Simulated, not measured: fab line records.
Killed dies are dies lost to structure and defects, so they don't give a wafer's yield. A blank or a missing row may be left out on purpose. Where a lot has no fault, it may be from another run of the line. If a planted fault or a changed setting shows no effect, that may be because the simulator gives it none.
fab line records + flow n5Finfet
record
- lots=4
- wafers=12
- lastDay=14
route steps=1938 shown STI_FIN_REVEAL@187 DUMMY_GATE@212 BEOL_M4@1111 PASSIVATION@1936
lots that met no fault: from a run of the same line without faults
startH: the number of hours between the record's first day and the start of the first shown wafer of the lot + waitH: hours from the lot's prior step to this one + " the same as in the row above + L1.1+2: several wafers, shown together as one row + - value missing, or start not given + * or withheld: withheld + < > ~ a bound
route shown NAME@n: a module of which the file shows steps, and the number in the route of the first + usual: average and standard deviation across the fault-free wafers + same: alike in all rows + chamber/n: place in a boat + sites: per-site readings + _std_site: the values' standard deviation + _edge_site: inner sites' mean taken away from outer sites' mean + radiusMm: for every site, how far away it sits from the centre of the wafer + mask NAME#n: copy n + behind: tool/chamber where the wafer was last shaped + hold: cause of the lot's hold/its duration in hours/its outcome + device: which transistor (n, p or np) failed to switch + end of line: tests of these same wafers at the route's end + a step without rows: its recipe alone + killed: dies that structure and defects cost at the first sort, which is not the same as the wafer's yield + map: the dies of a wafer, with x for killed, . for not killed, _ for no die there
set.NAME: the setting as run; set.NAME@STEP: as run at that earlier step + model.NAME: the simulator's own value behind a step, which no gauge read
lots at selected steps of the route; one table per step, one row per wafer
services: when a tool's chamber went out of use (startH, in hours from the record's first day, below 0 if earlier), for how many hours, and the reason
## steps
# step N5_STI_FIN_REVEAL_CMP_04
# recipe
- stopOn=Si3N4
- tOverpolishS=4
- downForcePsi=2
- platenRpm=54.18
- postCmpClean=alkalineBrush
- padVelocityMS=1.078
- targetThkNm=131.83
# step N5_STI_FIN_REVEAL_DENSIFY_30
# recipe
- tempC=*
- timeS=*
- ambient=N2
- idleTempC=600
- rampUpCPerS=150
- rampDownCPerS=60
- coolToC=600
# step N5_STI_FIN_REVEAL_ETCHBACK_08
# recipe
- chemistry=C4F6/O2
- target=SiO2
- targetDepthA=305
- timeS=10.167
- ionEnergyEv=250
- pressureMtorr=30
- sourceW=345
- biasW=185
- Ar_flow_sccm=300
- C4F6_flow_sccm=10
- O2_flow_sccm=10
# step N5_STI_FIN_REVEAL_STRIP_24
# recipe
- chemistry=N2/H2
- timeS=90
- powerW=100
- tempC=40
- pressureMtorr=100
- rfFrequencyHz=6e+07
- biasPowerW=3
- n2FlowSccm=300
- h2FlowSccm=300
# step N5_STI_FIN_REVEAL_PRECLEAN_25
# recipe
- chemistry=SPM
- timeS=90
- tempC=120
- mix=4:1
# step N5_STI_FIN_REVEAL_PRECLEAN_26
# recipe
- chemistry=SC1
- timeS=45
- tempC=46
- mix=1:2:100
# step N5_STI_FIN_REVEAL_PRECLEAN_29
# recipe
- chemistry=DHF
- timeS=30
- tempC=25
- dilution=300:1
# step N5_STI_FIN_REVEAL_SRD_12
# recipe
- timeS=30
- tempC=23
- rinseLiquid=diw
- dry=ipaMarangoni
# step N5_STI_FIN_REVEAL_RECESS_09
# recipe
- chemistry=HF/NH3
- target=SiO2
- afsCycles=11
- targetDepthA=425
- tempC=30
- sublimationTempC=180
- sublimationTimeS=60
# step N5_STI_FIN_REVEAL_STRIP_16
# recipe
- chemistry=H3PO4
- material=SiNx
- tempC=165
- targetDepthA=238
- overetchFraction=0.4964
- dry=ipaMarangoni
# step N5_STI_FIN_REVEAL_PRECLEAN_17
# recipe
- chemistry=NF3:NH3
- afsCycles=1
- tempC=30
- timeS=20
- sublimationTempC=180
- sublimationTimeS=60
- pressureTorr=3
- rfPowerW=30
# step N5_STI_FIN_REVEAL_ETCH_34
# recipe
- chemistry=H2
- mode=isotropic
- material=Si
- target=Si
- targetDepthA=9.7
- tempC=20
- pressureMtorr=4.5
- icpW=300
- biasW=0
- h2FlowSccm=7.5
- heFlowSccm=142.5
# usual
- drypumpMotorCurrentA=6.0/0.45
- heBacksideLeakSccm=2.8/0.33
- oesProductAu=1.009/0.014
- throttleValvePct=25.9/0.43
| lot.wafer | tool     | chamber | startH | waitH | drypumpMotorCurrentA | heBacksideLeakSccm | oesProductAu | rfHoursCounterH | throttleValvePct | model.STI_FIN_REVEAL.featureDepthNm | model.etch.depthNm |
|-----------|----------|---------|--------|-------|----------------------|--------------------|--------------|-----------------|------------------|-------------------------------------|--------------------|
| L913.2    | rieSi-05 | 2       | 60.49  | 0.1   | 6.4                  | 3.2                | 1.020        | 25              | 25.1             | 1                                   | 0.9703             |
| L913.4    | "        | 1       | "      | "     | 5.5                  | 2.3                | 1.035        | 17              | 26.5             | 1                                   | 0.9913             |
| L913.5    | "        | 0       | "      | "     | 5.8                  | 3.1                | 1.015        | -               | 26.4             | 1                                   | 0.9775             |
| L914.1    | rieSi-05 | 0       | 66.49  | 0.2   | 5.8                  | 3.2                | 1.220        | 64              | 26.4             | 1.2                                 | 1.3                |
| L914.2    | "        | 1       | "      | "     | 5.5                  | 2.6                | 1.269        | 18              | 26.5             | 1.4                                 | 1.345              |
| L914.4    | "        | 2       | "      | "     | 6.4                  | 3.3                | 1.255        | 25              | 25.1             | 1.4                                 | 1.32               |
| L915.2    | rieSi-05 | 3       | 72.18  | 0.1   | 5.7                  | 2.5                | 1.225        | 69              | 26.1             | 1.4                                 | 1.32               |
| L915.3    | "        | 2       | "      | "     | 6.4                  | 3.3                | 1.259        | 25              | 25.1             | 1.4                                 | 1.327              |
| L915.6    | "        | 3       | "      | "     | 5.7                  | 2.3                | 1.249        | -               | 26.1             | 1.4                                 | 1.338              |
| L925.2    | rieSi-03 | 2       | 131.13 | 0.1   | 5.6                  | 2.7                | 1.011        | 126             | 25.3             | 1                                   | 0.9864             |
| L925.3    | "        | 0       | "      | "     | 5.6                  | 2.9                | 1.020        | 178             | 25.7             | 1                                   | 0.9794             |
| L925.5    | "        | 1       | "      | "     | 6.6                  | 2.5                | 1.029        | -               | 26.0             | 1                                   | 0.984              |
# step N5_STI_FIN_REVEAL_OXIDATION_31
# recipe
- chemistry=O2_PLASMA_REMOTE
- tempC=150
- timeS=20
- pressureMtorr=1000
- sourcePowerW=2000
- o2FlowSccm=3000
# step N5_STI_FIN_REVEAL_PRECLEAN_32
# recipe
- chemistry=NF3:NH3
- afsCycles=1
- tempC=30
- timeS=20
- sublimationTempC=180
- sublimationTimeS=60
- pressureTorr=3
- rfPowerW=30
# step N5_STI_FIN_REVEAL_STRIP_35
# recipe
- chemistry=H3PO4
- material=Si3N4
- tempC=165
- targetDepthA=40
- timeS=39
# step N5_STI_FIN_REVEAL_SRD_21
# recipe
- dry=ipaMarangoni
- timeS=30
- tempC=23
- rinseLiquid=diw
# step N5_STI_FIN_REVEAL_OXIDATION_33
# recipe
- chemistry=O2_PLASMA_REMOTE
- tempC=150
- timeS=20
- pressureMtorr=1000
- sourcePowerW=2000
- o2FlowSccm=3000
# step N5_STI_FIN_REVEAL_CLEAN_19
# recipe
- chemistry=O3/DIW
- tempC=25
- timeS=120
- o3Ppm=10
# step N5_STI_FIN_REVEAL_SRD_23
# recipe
- dry=ipaMarangoni
- timeS=30
- tempC=23
- rinseLiquid=diw
# step N5_STI_FIN_REVEAL_CD_MEAS_22
# recipe
- targetCdNm=6.238
- pitchNm=28
- polarity=line
# usual
- cdNm=6.24/0.27
| lot.wafer | tool     | chamber | startH | waitH | cdNm |
|-----------|----------|---------|--------|-------|------|
| L913.2    | cdSem-01 | -       | 61.07  | 0.0   | 6.34 |
| L913.4    | "        | -       | "      | "     | 6.31 |
| L913.5    | "        | -       | "      | "     | 6.03 |
| L914.1    | cdSem-01 | -       | 67.06  | 0.0   | 5.53 |
| L914.2    | "        | -       | "      | "     | 5.41 |
| L914.4    | "        | -       | "      | "     | 5.08 |
| L915.2    | cdSem-01 | -       | 72.76  | 0.0   | 5.13 |
| L915.3    | "        | -       | "      | "     | 5.64 |
| L915.6    | "        | -       | "      | "     | 5.52 |
| L925.2    | cdSem-02 | -       | 131.71 | 0.0   | 6.21 |
| L925.3    | "        | -       | "      | "     | 6.44 |
| L925.5    | "        | -       | "      | "     | 6.37 |
# step N5_STI_FIN_REVEAL_PRECLEAN_18
# recipe
- chemistry=SC2
- timeS=45
- tempC=35
- mix=1:1:50
# step N5_STI_FIN_REVEAL_SRD_28
# recipe
- dry=ipaMarangoni
- timeS=30
- tempC=23
- rinseLiquid=diw
# step N5_DUMMY_GATE_PRECLEAN_00
# recipe
- chemistry=O3/DIW
- timeS=60
- tempC=22
- o3Ppm=10
# step N5_DUMMY_GATE_SRD_01
# recipe
- timeS=30
- tempC=23
- rinseLiquid=diw
- dry=ipaMarangoni
# step N5_DUMMY_GATE_ALD_02
# recipe
- material=SiO2
- targetThkA=20
- tempC=300
- aldPrecursorFamily=BDEAS
- aldCoReactant=O2-plasma
- pulseTimeS=1
- pressureTorr=2
# step N5_DUMMY_GATE_CVD_03
# recipe
- material=a-Si
- targetThkA=1500
- tempC=530
- precursor=SiH4
- timeS=8042
# step N5_DUMMY_GATE_PRECLEAN_46
# recipe
- chemistry=DIW
- timeS=89.5
- tempC=23
# step N5_DUMMY_GATE_SRD_47
# recipe
- dryTimeS=32
- dry=n2Spin
- spinRpm=1500
# step N5_DUMMY_GATE_CMP_04
# recipe
- material=a-Si
- postCmpClean=alkalineBrush
# step N5_DUMMY_GATE_HM_DEP_06
# recipe
- material=SiNx
- targetThkA=800
- precursor=DCS/NH3
- tempC=700
- pressureMtorr=300
- timeS=5141
# step N5_DUMMY_GATE_PECVD_30
# recipe
- material=SiO2
- targetThkA=550
- tempC=400
- precursor=TEOS/O2
- pressureTorr=6.5
- rfW=withheld
- teosFlowSccm=withheld
- gas=O2
- flowSccm=2650
- timeS=10.8
# step N5_DUMMY_GATE_COAT_34
# recipe
- resist=SOC
- tempC=250
- timeS=60
- spinRpm=1500
- resistThkNm=60
# step N5_DUMMY_GATE_COAT_35
# recipe
- resist=SiARC
- tempC=220
- timeS=60
- spinRpm=1500
- resistThkNm=10
# step N5_DUMMY_GATE_COAT_28
# recipe
- resist=underlayer
- tempC=205
- timeS=60
- spinRpm=1500
- resistThkNm=10
# step N5_DUMMY_GATE_COAT_09
# recipe
- resist=CAR-EUV
- spinRpm=1500
- resistThkNm=30
# step N5_DUMMY_GATE_EBR_11
# recipe
- solvent=PGMEA
- ebrWidthMm=1.5
# step N5_DUMMY_GATE_SOFTBAKE_10
# recipe
- tempC=110
- timeS=60
- resist=CAR-EUV
# step N5_DUMMY_GATE_EXPOSE_12
# recipe
- maskId=GATE
- na=0.33
- sourceShape=annular
- sigmaInner=0.2
- sigmaOuter=0.6
- polarization=unpolarized
- targetCdNm=25
- doseMj=34
# step N5_BEOL_M4_RC_MEAS_101
# usual
- DIBL_N=36.3/1.6
- DIBL_P=36.2/2.1
- IOFF_N=0.16/0.031
- IOFF_N_LIN=0.073/0.012
- IOFF_P=0.21/0.034
- ION_N=673/11
- ION_P=461/7.4
- REXT_N=75.1/1.4
- SS_N=71.6/0.55
- SS_P=73.3/0.66
- VT_N=251/3.2
- VT_N_LVT=99/3.5
- VT_P=-251/3.5
| lot.wafer | tool      | chamber | startH | waitH | DIBL_N[mV/V] | DIBL_P[mV/V] | IOFF_N[nA/um] | IOFF_N_LIN[nA/um] | IOFF_P[nA/um] | ION_N[uA/um] | ION_P[uA/um] | REXT_N[ohm.um] | SS_N[mV/dec] | SS_P[mV/dec] | VT_N[mV] | VT_N_LVT[mV] | VT_P[mV] |
|-----------|-----------|---------|--------|-------|--------------|--------------|---------------|-------------------|---------------|--------------|--------------|----------------|--------------|--------------|----------|--------------|----------|
| L913.2    | prober-02 | 0       | 185.20 | 0.2   | 34.9         | 34.7         | 0.14          | 0.064             | 0.20          | 666          | 457          | 76.1           | 71.0         | 72.7         | 253      | 104          | -249     |
| L913.4    | "         | 0       | "      | "     | 35.7         | 36.1         | 0.14          | 0.067             | 0.22          | 671          | 463          | 74.9           | 71.3         | 73.4         | 255      | 103          | -248     |
| L913.5    | "         | 0       | "      | "     | 34.6         | 34.3         | 0.13          | 0.062             | 0.19          | 663          | 460          | 74.6           | 70.6         | 73.1         | 254      | 104          | -250     |
| L914.1    | prober-01 | 0       | 188.14 | 0.0   | 30.6         | 28.9         | 0.08          | 0.038             | 0.13          | 645          | 451          | 78.4           | 70.5         | 71.5         | 260      | 111          | -256     |
| L914.2    | "         | 0       | "      | "     | 30.9         | 29.4         | 0.08          | 0.037             | 0.14          | 632          | 450          | 78.6           | 70.9         | 71.6         | 262      | 111          | -253     |
| L914.4    | "         | 0       | "      | "     | 31.1         | 29.5         | 0.08          | 0.038             | 0.13          | 636          | 448          | 79.1           | 70.2         | 71.9         | 263      | 111          | -253     |
| L915.2    | prober-01 | 0       | 193.02 | 0.2   | 30.9         | 28.5         | 0.08          | 0.036             | 0.12          | 641          | 446          | 78.5           | 70.1         | 71.3         | 260      | 110          | -255     |
| L915.3    | "         | 0       | "      | "     | 34.3         | 33.6         | 0.12          | 0.052             | 0.18          | 653          | 456          | 80.3           | 70.9         | 73.0         | 256      | 103          | -252     |
| L915.6    | "         | 0       | "      | "     | 33.4         | 31.9         | 0.11          | 0.047             | 0.15          | 648          | 454          | 78.0           | 70.9         | 71.8         | 256      | 106          | -252     |
| L925.2    | prober-02 | 0       | 245.59 | 0.2   | 35.8         | 36.0         | 0.16          | 0.076             | 0.23          | 678          | 469          | 76.1           | 71.1         | 72.4         | 246      | 97           | -247     |
| L925.3    | "         | 0       | "      | "     | 35.2         | 36.1         | 0.15          | 0.074             | 0.23          | 671          | 466          | 76.8           | 71.1         | 72.8         | 247      | 97           | -244     |
| L925.5    | "         | 0       | "      | "     | 36.3         | 37.2         | 0.17          | 0.079             | 0.25          | 685          | 485          | 74.9           | 71.4         | 72.8         | 249      | 97           | -243     |
# step N5_PASSIVATION_PROBE_49
# usual
- defectLimitedYield=91.5/1.5
- killed_at_M0_to_M3=32/9.4
- killed_at_M4_up=12/5.1
- killedAtContacts=11/7.4
- killedAtFrontEnd=41/11
- killedAtOther=3.4/2.5
- killedDies=100/17
- killedOpen=65/14
- killedShort=33/7
- sort_bin_5_function=4.9/0.96
- sort_bin_6_memory=3.1/0.7
- sort_bin_8_speed=0.00/0.01
- sortNPass=1080/17
- sortYieldPct=91.5/1.5
# same
- grossDies=1180
- killedAtBackSide=0
- sort_bin_4_leakage[%]=0
| lot.wafer | tool      | chamber | startH | waitH | defectLimitedYield[%] | killed_at_M0_to_M3 | killed_at_M4_up | killedAtContacts | killedAtFrontEnd | killedAtOther | killedDies | killedOpen | killedShort | sort_bin_5_function[%] | sort_bin_6_memory[%] | sort_bin_8_speed[%] | sortNPass | sortYieldPct[%] |
|-----------|-----------|---------|--------|-------|-----------------------|--------------------|-----------------|------------------|------------------|---------------|------------|------------|-------------|------------------------|----------------------|---------------------|-----------|-----------------|
| L915.2    | prober-02 | -       | 279.67 | 0.1   | 92.5                  | 29                 | 8               | 15               | 36               | 0             | 88         | 61         | 26          | 4.2                    | 3.1                  | 0.93                | 1081      | 91.6            |
| L915.3    | prober-02 | -       | 279.72 | 0.1   | 91.2                  | 27                 | 10              | 15               | 51               | 1             | 104        | 66         | 35          | 4.9                    | 3.2                  | 0                   | 1076      | 91.2            |
| L915.6    | prober-02 | -       | 279.87 | 0.3   | 93.5                  | 14                 | 14              | 9                | 39               | 1             | 77         | 44         | 29          | 4.4                    | 1.8                  | 0                   | 1103      | 93.5            |
| L914.1    | prober-01 | -       | 285.61 | 0.0   | 88.9                  | 34                 | 19              | 36               | 38               | 4             | 131        | 93         | 37          | 6.3                    | 4.3                  | 0                   | 1049      | 88.9            |
| L914.2    | prober-01 | -       | 285.66 | 0.1   | 89.2                  | 44                 | 9               | 24               | 48               | 3             | 128        | 90         | 37          | 6.6                    | 4.0                  | 2.03                | 1028      | 87.1            |
| L914.4    | prober-01 | -       | 285.76 | 0.2   | 89.0                  | 47                 | 15              | 35               | 31               | 2             | 130        | 84         | 45          | 6.9                    | 3.5                  | 1.78                | 1029      | 87.2            |
| L913.2    | prober-02 | -       | 289.77 | 0.1   | 89.8                  | 48                 | 10              | 14               | 44               | 4             | 120        | 77         | 43          | 5.2                    | 4.8                  | 0                   | 1060      | 89.8            |
| L913.4    | prober-02 | -       | 289.87 | 0.2   | 91.0                  | 23                 | 9               | 7                | 63               | 4             | 106        | 71         | 34          | 5.5                    | 3.1                  | 0                   | 1074      | 91.0            |
| L913.5    | prober-02 | -       | 289.92 | 0.2   | 90.5                  | 23                 | 17              | 23               | 44               | 5             | 112        | 83         | 27          | 6.0                    | 3.3                  | 0                   | 1068      | 90.5            |
| L925.2    | prober-02 | -       | 342.76 | 0.1   | 91.9                  | 20                 | 23              | 11               | 40               | 1             | 95         | 71         | 22          | 4.7                    | 2.9                  | 0                   | 1085      | 91.9            |
| L925.3    | prober-02 | -       | 342.81 | 0.1   | 91.7                  | 43                 | 10              | 4                | 40               | 1             | 98         | 65         | 33          | 4.7                    | 3.4                  | 0                   | 1082      | 91.7            |
| L925.5    | prober-02 | -       | 342.91 | 0.2   | 93.4                  | 25                 | 11              | 7                | 35               | 0             | 78         | 57         | 21          | 3.9                    | 2.6                  | 0                   | 1102      | 93.4            |
# killed by level:class
L915.2 MOL_CONTACT_COAG:geometricParticle:open=14 BEOL_M0_SAQP:geometricParticle:open=9 GATE_CUT:geometricParticle:short=8 FIN_SAQP:geometricParticle:short=6 FIN_SAQP:geometricParticle:open=5 BEOL_M1:geometricParticle:open=5 BEOL_M2:geometricParticle:open=5 STARTING-WAFER:geometricParticle:open=5
L915.3 FIN_SAQP:geometricParticle:open=13 MOL_CONTACT_COAG:geometricParticle:open=12 FIN_SAQP:geometricParticle:short=11 BEOL_M2:geometricParticle:open=11 DUMMY_GATE:geometricParticle:open=7 BEOL_M0_SAQP:geometricParticle:open=5 GATE_CUT:geometricParticle:open=5 BEOL_M0_SAQP:geometricParticle:short=5
L915.6 FIN_SAQP:geometricParticle:short=9 MOL_CONTACT_COAG:geometricParticle:open=9 FIN_SAQP:geometricParticle:open=6 GATE_CUT:geometricParticle:short=6 BEOL_M4:geometricParticle:open=6 STARTING-WAFER:geometricParticle:short=5 DUMMY_GATE:geometricParticle:open=5 DUMMY_GATE:geometricParticle:short=3
L914.1 MOL_CONTACT_COAG:geometricParticle:open=27 BEOL_M0_SAQP:geometricParticle:open=13 STI_FIN_REVEAL:geometricParticle:open=9 MOL_CONTACT_COAG:geometricParticle:short=9 BEOL_M0_SAQP:geometricParticle:short=8 DUMMY_GATE:geometricParticle:open=8 BEOL_M4:geometricParticle:open=6 BEOL_M2:geometricParticle:open=5
L914.2 MOL_CONTACT_COAG:geometricParticle:open=19 STI_FIN_REVEAL:geometricParticle:open=13 BEOL_M2:geometricParticle:open=13 GATE_CUT:geometricParticle:short=10 BEOL_M3:geometricParticle:open=9 BEOL_M0_SAQP:geometricParticle:open=7 FIN_SAQP:geometricParticle:open=6 MOL_CONTACT_COAG:geometricParticle:short=5
L914.4 MOL_CONTACT_COAG:geometricParticle:open=26 BEOL_M0_SAQP:geometricParticle:short=13 BEOL_M0_SAQP:geometricParticle:open=10 FIN_SAQP:geometricParticle:open=9 MOL_CONTACT_COAG:geometricParticle:short=9 BEOL_M4:geometricParticle:open=9 BEOL_M1:geometricParticle:open=8 STI_FIN_REVEAL:geometricParticle:open=7
L913.2 STI_FIN_REVEAL:geometricParticle:open=20 BEOL_M0_SAQP:geometricParticle:short=16 MOL_CONTACT_COAG:geometricParticle:open=13 BEOL_M0_SAQP:geometricParticle:open=12 GATE_CUT:geometricParticle:short=6 BEOL_M3:geometricParticle:open=6 BEOL_M4:geometricParticle:open=5 BEOL_M2:geometricParticle:open=5
L913.4 STI_FIN_REVEAL:geometricParticle:open=21 GATE_CUT:geometricParticle:short=11 FIN_SAQP:geometricParticle:open=9 MOL_CONTACT_COAG:geometricParticle:open=6 BEOL_M0_SAQP:geometricParticle:open=6 STI_FIN_REVEAL:geometricParticle:short=5 GATE_CUT:geometricParticle:open=5 BEOL_M2:geometricParticle:open=5
L913.5 MOL_CONTACT_COAG:geometricParticle:open=20 BEOL_M4:geometricParticle:open=10 FIN_SAQP:geometricParticle:open=8 STI_FIN_REVEAL:geometricParticle:open=7 BEOL_M1:geometricParticle:open=7 GATE_CUT:geometricParticle:open=6 BEOL_M3:geometricParticle:open=6 FIN_SAQP:geometricParticle:short=5
L925.2 BEOL_M2:geometricParticle:open=10 MOL_CONTACT_COAG:geometricParticle:open=9 BEOL_M4:geometricParticle:open=8 FIN_SAQP:geometricParticle:open=7 DUMMY_GATE:geometricParticle:open=7 GATE_CUT:geometricParticle:short=6 STI_FIN_REVEAL:geometricParticle:open=5 FIN_SAQP:geometricParticle:short=4
L925.3 STI_FIN_REVEAL:geometricParticle:open=17 BEOL_M0:geometricParticle:short=8 BEOL_M3:geometricParticle:open=8 BEOL_M0_SAQP:geometricParticle:open=7 BEOL_M2:geometricParticle:open=7 GATE_CUT:geometricParticle:short=6 BEOL_M0_SAQP:geometricParticle:short=6 GATE_CUT:geometricParticle:open=4
L925.5 BEOL_M2:geometricParticle:open=10 DUMMY_GATE:geometricParticle:open=9 FIN_SAQP:geometricParticle:open=6 BEOL_M3:geometricParticle:open=6 BEOL_M4:geometricParticle:open=6 DUMMY_GATE:geometricParticle:short=4 MOL_CONTACT_COAG:geometricParticle:open=4 GATE_CUT:geometricParticle:short=3
# map L914.1 (x killed, . not)
_________________............________________
______________.............xx.x._____________
___________..x....................x__________
__________...x....x.........x......._________
________x.x.............x..x.x.x.x...._______
_______.x.......x....x...............x.______
______.....x........................xx.._____
_____....x.........x.x...x...............____
____...............x.x.x.........xx..x..x.___
___............x......x...x..x.............__
___..x.....x......x........x......x.......x__
__....x.........x..........x...x............_
__.................x....x..................x_
_..x.............x.....................x.....
_.....x.....x..x................x........x...
_....x.............x.......xx..........x.....
_...........................xx..x............
_...x...............x.......................x
_..................xx............x...x...x...
_...x.......................x....x...x..x....
_x.................................x.x...x..x
__........x.............x..........x........_
__....x.......................x...........x._
___............x........x...x......x.......__
___.x............x...x.....xx..........xx..__
____..x..........................x........___
_____......x............................x____
______......x......x...x.x......x...x..._____
_______x....xx.........x.......xx......______
________............x........x........_______
__________..........xx....x.x..x...x_________
___________...............x......x.__________
______________........x........._____________
_________________....x..x.x..________________
# map L915.3 (x killed, . not)
_________________........xx..________________
______________.x....x....x.x...._____________
___________...............x.....x..__________
__________................xx.x.x.xx._________
________.....x...................x...._______
_______x........x......................______
______x......x..........x..x...........x_____
_____....................................____
____....x....................x.......x....___
___....x..x..x....................x...x....__
___............x..x....x............x......__
__.........x.x....................x........._
__........x.....x.........................x._
_......x...............x.......x......x..x...
_..x...............x..x..........x....x......
_x....................x........x.x..........x
_..................x............x.xx.........
_.........................x........x.........
_.....x..........xx..............x...........
_..........x..........x...x.x...x............
_......xx.............................xx.....
__.............x.......x.x..x..............._
__x....................x.........x..x......._
___.................................x......__
___..x.x..x..x....x........................__
____.....x........x.......................___
_____.x.............x..................x.____
______.........x.....................x.._____
_______................................______
________.............................._______
__________x..x.......x.............._________
___________......x......x.....x....__________
______________........xx........_____________
_________________............________________
## services
| tool     | chamber | startH | hours | kind   |
|----------|---------|--------|-------|--------|
| rieSi-05 | 2       | 92.68  | 9.2   | repair |
## key
firstSign
- step=N5_STI_FIN_REVEAL_ETCH_34
- reading=oesProductAu
- direction=up
- sigmas=17
- usual=1.009
- struck=1.246
effect
- step=N5_STI_FIN_REVEAL_CD_MEAS_22
- reading=cdNm
- direction=down
- sigmas=3.2
- usual=6.24
- struck=5.39
effect
- step=N5_BEOL_M4_RC_MEAS_101
- reading=DIBL_P
- direction=down
- sigmas=2.8
- usual=36.2
- struck=30.3
effect
- step=N5_BEOL_M4_RC_MEAS_101
- reading=DIBL_N
- direction=down
- sigmas=2.8
- usual=36.3
- struck=31.9
effect
- step=N5_BEOL_M4_RC_MEAS_101
- reading=VT_N
- direction=up
- sigmas=2.7
- usual=251
- struck=259
effect
- step=N5_BEOL_M4_RC_MEAS_101
- reading=IOFF_N_LIN
- direction=down
- sigmas=2.7
- usual=0.073
- struck=0.041
effect
- step=N5_BEOL_M4_RC_MEAS_101
- reading=VT_N_LVT
- direction=up
- sigmas=2.7
- usual=99
- struck=109
effect
- step=N5_BEOL_M4_RC_MEAS_101
- reading=ION_N
- direction=down
- sigmas=2.7
- usual=673
- struck=642
effect
- step=N5_BEOL_M4_RC_MEAS_101
- reading=REXT_N
- direction=up
- sigmas=2.7
- usual=75.1
- struck=78.8
effect
- step=N5_BEOL_M4_RC_MEAS_101
- reading=SS_P
- direction=down
- sigmas=2.2
- usual=73.3
- struck=71.8
effect
- step=N5_BEOL_M4_RC_MEAS_101
- reading=IOFF_N
- direction=down
- sigmas=2.2
- usual=0.16
- struck=0.09
- wafersMoved=4
effect
- step=N5_BEOL_M4_RC_MEAS_101
- reading=IOFF_P
- direction=down
- sigmas=1.8
- usual=0.21
- struck=0.14
- wafersMoved=5
effect
- step=N5_BEOL_M4_RC_MEAS_101
- reading=SS_N
- direction=down
- sigmas=1.8
- usual=71.6
- struck=70.6
effect
- step=N5_PASSIVATION_PROBE_49
- reading=sort_bin_8_speed
- direction=up
- sigmas=9.3
- usual=0.00
- struck=0.79
- wafersMoved=3
modelEffect
- step=N5_STI_FIN_REVEAL_ETCH_34
- value=STI_FIN_REVEAL.featureDepthNm
- without=1
- struck=1.367
metAt N5_STI_FIN_REVEAL_ETCH_34
struckWafers L914.1,L914.2,L914.4,L915.2,L915.3,L915.6
onsetBetween 60.49 66.49
fault
- kind=processParameterDrift
- tool=rieSi-05
- chamber=-
- onsetH=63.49
- steps=N5_STI_FIN_REVEAL_ETCH_34
- channel=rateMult
- offset=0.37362
- shape=step
- endH=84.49
